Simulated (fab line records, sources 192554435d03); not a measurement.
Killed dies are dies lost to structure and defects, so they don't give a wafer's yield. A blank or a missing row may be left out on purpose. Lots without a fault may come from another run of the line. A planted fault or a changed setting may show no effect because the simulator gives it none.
fab line records | flow n5_finfet
record lots=3 wafers=9 last_day=18
route steps=1938 shown SD_EPI_N@276 SD_EPI_P@295 SD_ACTIVATION@332 BEOL_M4@1111 PASSIVATION@1936
lots that met no fault: from a run of the same line without faults
start_h: hours from the record's first day to the start of the lot's first wafer shown | wait_h: hours since the lot's step before | " the same as in the row above | L1.1+2: a row that stands for several wafers | - no value, or no start given | * or withheld: withheld | < > ~ a bound
route shown NAME@n: a module of which the file shows steps, and the number in the route of the first | usual: mean/standard deviation of fault-free wafers | same: alike in all rows | chamber/n: place in a boat | sites: the reading at each site | _std_site: their standard deviation | _edge_site: outer sites' mean less inner sites' | radius_mm: how far each site lies from the wafer's centre | mask NAME#n: copy n | behind: the tool/chamber that last shaped the wafer | hold: why the lot was held/for how many hours/how that ended | device: the transistor (n, p or np) that didn't switch | end of line: the same wafers' tests at the end of the route | a step without rows: its recipe alone | killed: dies lost to structure and defects at the first sort, not the wafer's yield | map: a wafer's dies, x killed, . not, _ none there
set.NAME: the setting as run; set.NAME@STEP: as run at that earlier step | model.NAME: the simulator's own value behind a step, which no gauge read
lots at some steps of the route; a table a step, a row a wafer
services: from which hour (start_h, from the record's first day; less than 0 if before it) a tool's chamber was out of use, for how many hours, and why
## steps
# step N5_SD_EPI_N_STRIP_36
# recipe chemistry=N2/H2 temp_c=40 n2_flow_sccm=200 h2_flow_sccm=200 rf_frequency_hz=6e+07
# step N5_SD_EPI_N_ETCHBACK_44
# recipe chemistry=CH3F/O2 mode=anisotropic_etchback target=SiNx target_depth_a=145 stop_on=SiO2 over_etch_frac=0.3 ion_energy_ev=120 pressure_mtorr=30 source_w=395 bias_w=73 Ar_flow_sccm=150 CH3F_flow_sccm=30 O2_flow_sccm=20
# step N5_SD_EPI_N_ETCH_45
# recipe chemistry=CH3F/O2 target=SiOCN target_depth_a=60 mask_material=SOC ion_energy_ev=60 bias_w=29 pressure_mtorr=15 source_w=410 Ar_flow_sccm=150 CH3F_flow_sccm=30 O2_flow_sccm=20
# step N5_SD_EPI_N_ETCH_16
# recipe chemistry=CHF3/O2 target=SiO2 target_depth_a=50 mask_material=SOC pressure_mtorr=30 source_w=650 bias_w=170 Ar_flow_sccm=200 CHF3_flow_sccm=50 O2_flow_sccm=5 ion_energy_ev=200
# step N5_SD_EPI_N_STRIP_47
# recipe chemistry=CHF3/O2 resist=SiARC rf_frequency_hz=6e+07
# step N5_SD_EPI_N_SD_RECESS_17
# recipe chemistry=HBr/Cl2/O2 target_depth_a=410 mask_material=SOC time_s=23.7 bt_time_s=3 pressure_mtorr=10 icp_w=800 bias_w=112 HBr_flow_sccm=150 Cl2_flow_sccm=80 O2_flow_sccm=12
# step N5_SD_EPI_N_STRIP_38
# recipe chemistry=N2/H2 power_w=1000 temp_c=250 h2_frac=0.65 overash_fraction=0.3 pressure_mtorr=withheld n2_flow_sccm=1750 h2_flow_sccm=3250
# step N5_SD_EPI_N_WET_ETCH_43
# recipe chemistry=dHF dilution=withheld time_s=14 target=SiO2 target_depth_a=15 temp_c=25
# step N5_SD_EPI_N_STRIP_18
# recipe chemistry=SPM time_s=750 temp_c=130 h2so4_h2o2_vol_ratio=4
# step N5_SD_EPI_N_SRD_20
# recipe dry=ipa_marangoni do_ppb=5 time_s=30 temp_c=23 rinse_liquid=diw
# step N5_SD_EPI_N_PRECLEAN_48
# recipe chemistry=NF3:NH3 afs_cycles=2 temp_c=30 time_s=20 sublimation_temp_c=180 sublimation_time_s=60 pressure_torr=3 rf_power_w=30
# step N5_SD_EPI_N_VAPOR_ETCH_50
# recipe chemistry=HCl target=Si temp_c=775 time_s=54 pressure_torr=20 mode=isotropic
# step N5_SD_EPI_N_EPI_21
# recipe material=Si:P dopant=P temp_c=680 pressure_torr=255 time_s=690
# usual susceptor_temp_C_max=681.7/0.53
# columns lot.wafer tool chamber start_h wait_h susceptor_temp_C_max model.Si-P_of_SD_EPI_N_EPI_21.thk_nm
L297.2 epi_rpcvd-01 0 105.36 0.5 681.4 59.8
L297.4 " 0 " " - 55.6
L297.6 " 0 " " - 54.6
L309.2 epi_rpcvd-02 0 177.21 0.5 682.4 58.6
L309.4 " 0 " " 682.1 58.6
L309.5 " 0 " " 681.2 58.8
L310.2 epi_rpcvd-01 0 182.28 0.4 681.4 59.6
L310.3 " 0 " " 681.3 60.2
L310.6 " 0 " " 680.7 59.6
# step N5_SD_EPI_N_EPI_MEAS_23
# recipe mode=xrd
# usual thk_nm=58.9/1.3
# columns lot.wafer tool chamber start_h wait_h thk_nm
L297.2 film_metro-02 - 107.26 1.5 59.4
L297.4 " - " " 55.3
L297.6 " - " " 53.9
L309.2 film_metro-02 - 179.11 1.5 58.2
L309.4 " - " " 58.4
L309.5 " - " " 59.8
L310.2 film_metro-01 - 183.72 1.2 59.5
L310.3 " - " " 60.4
L310.6 " - " " 59.4
# step N5_SD_EPI_N_PRECLEAN_24
# recipe chemistry=O3/DIW time_s=60 temp_c=22 o3_ppm=10
# step N5_SD_EPI_N_SRD_25
# recipe time_s=30 temp_c=23 rinse_liquid=diw dry=ipa_marangoni
# step N5_SD_EPI_N_PRECLEAN_49
# recipe chemistry=NF3:NH3 afs_cycles=1 temp_c=30 time_s=20 sublimation_temp_c=180 sublimation_time_s=60 pressure_torr=3 rf_power_w=30
# step N5_SD_EPI_N_LINER_46
# recipe material=SiNx target_thk_a=30 temp_c=400 ald_precursor_family=SiH2I2 ald_co_reactant=N2/H2-plasma pressure_torr=2
# step N5_SD_EPI_P_COAT_34
# recipe resist=SOC temp_c=250 time_s=60 spin_rpm=1500 resist_thk_nm=350
# step N5_SD_EPI_P_COAT_35
# recipe resist=SiARC temp_c=220 time_s=60 spin_rpm=1500 resist_thk_nm=35
# step N5_SD_EPI_P_COAT_03
# recipe resist=CAR-ArF-block spin_rpm=1500 resist_thk_nm=150
# step N5_SD_EPI_P_EBR_05
# recipe solvent=PGMEA ebr_width_mm=1.5
# step N5_SD_EPI_P_SOFTBAKE_04
# recipe temp_c=110 time_s=60 resist=CAR-ArF-block
# step N5_SD_EPI_P_EXPOSE_06
# recipe mask_id=SD_P_BLK na=1.35 source_shape=conventional sigma_outer=0.8 polarization=unpolarized target_cd_nm=240 dose_mj=39.5
# step N5_SD_EPI_P_PEB_07
# recipe peb_temp_c=110 peb_time_s=60 resist=CAR-ArF-block
# step N5_SD_EPI_P_DEVELOP_08
# recipe develop_time_s=30 developer=TMAH resist=CAR-ArF-block dev_temp_c=23 rinse_liquid=diw dry=air_spin
# step N5_SD_EPI_P_DESCUM_14
# recipe chemistry=O2 time_s=7.9 source_power_w=50 bias_power_w=20 pressure_mtorr=20 rf_frequency_hz=2.712e+07 temp_c=40 resist=CAR-ArF-block o2_flow_sccm=225
# step N5_SD_EPI_P_ETCH_36
# recipe chemistry=CF4 target=SiARC target_depth_a=455 mask_material=CAR-ArF-block time_s=75.8 ion_energy_ev=80 pressure_mtorr=40 source_w=545 bias_w=36 Ar_flow_sccm=100 cf4_flow_sccm=100 ends=cleared
# step N5_SD_EPI_P_ETCH_37
# recipe chemistry=N2/H2 target=SOC overetch_a=1080 mask_material=SiARC temp_c=40 ion_energy_ev=100 source_w=3000 bias_w=133 pressure_mtorr=20 time_s=486 n2_flow_sccm=200 h2_flow_sccm=200 ends=end_point
# step N5_SD_EPI_P_STRIP_38
# recipe chemistry=N2/H2 temp_c=40 n2_flow_sccm=200 h2_flow_sccm=200 rf_frequency_hz=6e+07
# step N5_SD_EPI_P_ETCHBACK_46
# recipe chemistry=CH3F/O2 mode=anisotropic_etchback target=SiNx target_depth_a=175 stop_on=SiO2 over_etch_frac=0.3 ion_energy_ev=120 pressure_mtorr=30 source_w=395 bias_w=73 Ar_flow_sccm=150 CH3F_flow_sccm=30 O2_flow_sccm=20
# step N5_SD_EPI_P_ETCH_47
# recipe chemistry=CH3F/O2 target=SiOCN target_depth_a=250 mask_material=SOC ion_energy_ev=60 bias_w=29 pressure_mtorr=30 source_w=410 Ar_flow_sccm=150 CH3F_flow_sccm=30 O2_flow_sccm=20
# step N5_SD_EPI_P_ETCH_16
# recipe chemistry=CHF3/O2 target=SiO2 target_depth_a=50 mask_material=SOC pressure_mtorr=30 source_w=650 bias_w=170 Ar_flow_sccm=200 CHF3_flow_sccm=50 O2_flow_sccm=5 ion_energy_ev=200
# step N5_SD_EPI_P_STRIP_50
# recipe chemistry=CHF3/O2 resist=SiARC rf_frequency_hz=6e+07
# step N5_SD_EPI_P_SD_RECESS_17
# recipe chemistry=HBr/Cl2/O2 target_depth_a=391 bt_time_s=3 pressure_mtorr=10 icp_w=800 bias_w=112 HBr_flow_sccm=150 Cl2_flow_sccm=80 O2_flow_sccm=12
# step N5_SD_EPI_P_WET_ETCH_45
# recipe chemistry=dHF dilution=withheld time_s=10.7 target=SiO2 target_depth_a=20 temp_c=25 dry=ipa_marangoni rinse_time_s=30 rinse_temp_c=23
# step N5_SD_EPI_P_STRIP_40
# recipe chemistry=N2/H2 power_w=1000 temp_c=250 h2_frac=0.65 overash_fraction=0.3 pressure_mtorr=withheld n2_flow_sccm=1750 h2_flow_sccm=3250
# step N5_SD_EPI_P_PRECLEAN_52
# recipe chemistry=O3/DIW time_s=60 temp_c=22 o3_ppm=10
# step N5_SD_EPI_P_PRECLEAN_24
# recipe chemistry=O3/DIW time_s=45 temp_c=22 o3_ppm=10
# columns lot.wafer tool chamber start_h wait_h model.Si-P_of_SD_EPI_N_EPI_21.thk_nm
L297.2 wet_bench-02 3 112.80 0.0 59
L297.4 " 4 " " 54.8
L297.6 " 7 " " 53.8
L309.2+4+5 wet_bench-06 0,7,2 185.35 0.0 57.8
L310.2+6 wet_bench-02 1,7 189.33 0.0 58.8
L310.3 " 3 " " 59.4
# step N5_SD_ACTIVATION_RS_MEAS_03
# recipe thk_meas_gauge=four-point-probe
# usual RS_SD_N=21.95/0.28 RS_SD_P=56.1/0.86
# columns lot.wafer tool chamber start_h wait_h RS_SD_N[ohm/sq] RS_SD_P[ohm/sq]
L297.2 film_metro-02 - 113.33 0.2 21.63 56.6
L297.4 " - " " 23.46 57.1
L297.6 " - " " 23.74 56.2
L309.2 film_metro-01 - 185.87 0.2 21.80 54.7
L309.4 " - " " 21.85 54.7
L309.5 " - " " 22.13 55.5
L310.2 film_metro-02 - 190.04 0.2 21.77 55.2
L310.3 " - " " 21.43 56.4
L310.6 " - " " 21.78 55.9
# step N5_BEOL_M4_RC_MEAS_101
# usual DIBL_N=36.2/1.6 DIBL_P=36.5/1.9 IOFF_N=0.158/0.027 IOFF_P=0.21/0.038 ION_N=675/12 ION_P=464/8.9 RS_SD_N=28.4/0.35 SS_N=71.5/0.61 SS_P=73.4/0.59 VT_N=250.4/3 VT_P=-250/3.6
# columns lot.wafer tool chamber start_h wait_h DIBL_N[mV/V] DIBL_P[mV/V] IOFF_N[nA/um] IOFF_P[nA/um] ION_N[uA/um] ION_P[uA/um] RS_SD_N[ohm/sq] SS_N[mV/dec] SS_P[mV/dec] VT_N[mV] VT_P[mV]
L297.2 prober-02 0 219.14 0.2 33.5 33.8 0.121 0.16 666 456 28.0 71.6 73.7 253.3 -253
L297.4 " 0 " " 37.6 40.1 0.208 0.26 683 471 30.1 71.5 74.4 246.8 -247
L297.6 " 0 " " 36.3 37.4 0.161 0.22 679 467 30.8 71.0 73.6 251.1 -250
L309.2 prober-02 0 302.73 0.2 36.4 36.0 0.164 0.18 670 446 28.4 71.3 72.3 248.3 -250
L309.4 " 0 " " 36.4 36.8 0.172 0.21 681 463 28.3 71.4 72.8 247.4 -251
L309.5 " 0 " " 35.2 35.0 0.146 0.17 661 454 28.3 71.2 72.1 250.7 -253
L310.2 prober-02 0 320.73 0.2 32.1 32.0 0.105 0.19 649 463 28.0 69.8 72.3 255.3 -249
L310.3 " 0 " " 34.7 35.8 0.149 0.24 675 474 27.8 71.5 73.7 248.6 -242
L310.6 " 0 " " 35.4 36.2 0.154 0.25 672 472 28.0 72.1 73.5 249.7 -245
# step N5_PASSIVATION_PROBE_49
# usual defect_limited_yield=91.3/1.7 killed_at_M0_to_M3=33/11 killed_at_M4_up=14/5.5 killed_at_contacts=13/6.5 killed_at_front_end=39/13 killed_at_other=3.4/2.9 killed_dies=103/20 killed_open=69/15 killed_short=32/8.1 sort_bin_5_function=5.1/1.1 sort_bin_6_memory=3.3/0.74 sort_bin_8_speed=0.00/0.014 sort_n_pass=1077/20 sort_yield_pct=91.3/1.7
# same gross_dies=1180 killed_at_back_side=0 sort_bin_4_leakage[%]=0
# columns lot.wafer tool chamber start_h wait_h defect_limited_yield[%] killed_at_M0_to_M3 killed_at_M4_up killed_at_contacts killed_at_front_end killed_at_other killed_dies killed_open killed_short sort_bin_5_function[%] sort_bin_6_memory[%] sort_bin_8_speed[%] sort_n_pass sort_yield_pct[%]
L309.2 prober-02 - 423.62 0.9 92.7 34 16 14 20 2 86 62 23 4.2 3.0 0 1094 92.7
L309.4 prober-02 - 423.72 1.0 92.8 14 14 12 42 3 85 57 26 4.2 2.8 0 1095 92.8
L309.5 prober-02 - 423.77 1.0 92.7 19 15 16 32 4 86 55 31 4.2 2.9 0 1094 92.7
# killed by level:class
L309.2 MOL_CONTACT_COAG:geometric_particle:open=11 BEOL_M0_SAQP:geometric_particle:open=11 BEOL_M4:geometric_particle:open=9 STI_FIN_REVEAL:geometric_particle:open=7 FIN_SAQP:geometric_particle:short=5 BEOL_M2:geometric_particle:open=5 BEOL_M3:geometric_particle:open=5 BEOL_M0_SAQP:geometric_particle:short=4
L309.4 STI_FIN_REVEAL:geometric_particle:open=12 MOL_CONTACT_COAG:geometric_particle:open=9 GATE_CUT:geometric_particle:short=8 BEOL_M4:geometric_particle:open=7 BEOL_M0_SAQP:geometric_particle:open=5 FIN_SAQP:geometric_particle:short=4 DUMMY_GATE:geometric_particle:open=4 STARTING-WAFER:geometric_particle:open=4
L309.5 MOL_CONTACT_COAG:geometric_particle:open=12 FIN_SAQP:geometric_particle:open=8 FIN_SAQP:geometric_particle:short=7 BEOL_M4:geometric_particle:open=7 STI_FIN_REVEAL:geometric_particle:open=6 GATE_CUT:geometric_particle:short=4 MOL_CONTACT_COAG:geometric_particle:short=4 BEOL_M2:geometric_particle:open=4
## services
# columns tool chamber start_h hours kind
epi_rpcvd-02 - 81.77 0.8 pm
epi_rpcvd-01 - 113.80 18.9 pm
## key
first_sign step=N5_SD_EPI_N_EPI_MEAS_23 reading=thk_nm direction=down sigmas=3.4 usual=* struck=*
effect step=N5_SD_ACTIVATION_RS_MEAS_03 reading=RS_SD_N direction=up sigmas=5.9 usual=21.95 struck=23.60
effect step=N5_BEOL_M4_RC_MEAS_101 reading=RS_SD_N direction=up sigmas=5.8 usual=28.4 struck=30.5
model_effect step=N5_SD_EPI_N_EPI_21 value=Si-P_of_SD_EPI_N_EPI_21.thk_nm without=59.3 struck=55.1
model_effect step=N5_SD_EPI_P_PRECLEAN_24 value=Si-P_of_SD_EPI_N_EPI_21.thk_nm without=58.5 struck=54.3
met_at N5_SD_EPI_N_EPI_21
struck_wafers L297.4,L297.6
fault kind=process_parameter_drift tool=epi_rpcvd-01 chamber=- onset_h=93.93 steps=N5_SD_EPI_N_EPI_21 channel=time_s offset=* shape=step end_h=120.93 scope=struck_wafers_only acts_in=* stated=*
